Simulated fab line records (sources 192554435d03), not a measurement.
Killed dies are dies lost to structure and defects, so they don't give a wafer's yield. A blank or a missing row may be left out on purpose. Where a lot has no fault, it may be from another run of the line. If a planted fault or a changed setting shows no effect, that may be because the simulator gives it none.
Chamber matching :: flow n5Finfet :: N5_BEOL_M8_DESCUM_33 on rieDiel-06 has 4 sister chambers
The step chemistry O2, time 7 s. 4 wafers are shown with their chamber, then 9 later ones without.

== WAFERS PAIRED WITH THEIR CHAMBERS ==
wafer: L081.5
chamber: 2
drypumpMotorCurrentA (A): 5.6

wafer: L086.1
chamber: 1
drypumpMotorCurrentA (A): 6.4

wafer: L086.5
chamber: 0
drypumpMotorCurrentA (A): 5.9

wafer: L086.6
chamber: 3
drypumpMotorCurrentA (A): 6.6

== WAFERS MISSING THEIR CHAMBER ==
wafer: L084.1
drypumpMotorCurrentA (A): 6.4

wafer: L084.2
drypumpMotorCurrentA (A): 5.9

wafer: L084.6
drypumpMotorCurrentA (A): 6.6

wafer: L087.1
drypumpMotorCurrentA (A): 6.6

wafer: L087.2
drypumpMotorCurrentA (A): 6.5

wafer: L087.3
drypumpMotorCurrentA (A): 5.9

wafer: L090.2
drypumpMotorCurrentA (A): 6.6

wafer: L090.3
drypumpMotorCurrentA (A): 6.4

wafer: L090.6
drypumpMotorCurrentA (A): 5.9

== THE CHAMBER EACH PASSED THROUGH ==
wafer: L084.1
from the rows above: 1
in truth: 1

wafer: L084.2
from the rows above: 0
in truth: 0

wafer: L084.6
from the rows above: 3
in truth: 3

wafer: L087.1
from the rows above: 3
in truth: 3

wafer: L087.2
from the rows above: can't be placed: 1 or 3
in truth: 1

wafer: L087.3
from the rows above: 0
in truth: 0

wafer: L090.2
from the rows above: 3
in truth: 3

wafer: L090.3
from the rows above: 1
in truth: 1

wafer: L090.6
from the rows above: 0
in truth: 0
Placed correctly: 8 of 9. From these rows, 1 cannot be placed; in 1 the true chamber is one of the candidates. 0 placed wrongly.
How it was worked out, from the rows above alone: a wafer's distance from a chamber is the root of the sum, over the readings, of the square of ((its reading less the chamber's mean) divided by the reading's scatter). The wafer belongs to the nearest chamber; if the next one is less than 2 further off, it can't be placed. Each chamber's mean is taken over the wafers shown for it. The scatter: with one shown wafer a chamber, the root of the mean of the squares of how far each hidden wafer lies from its nearest shown one.
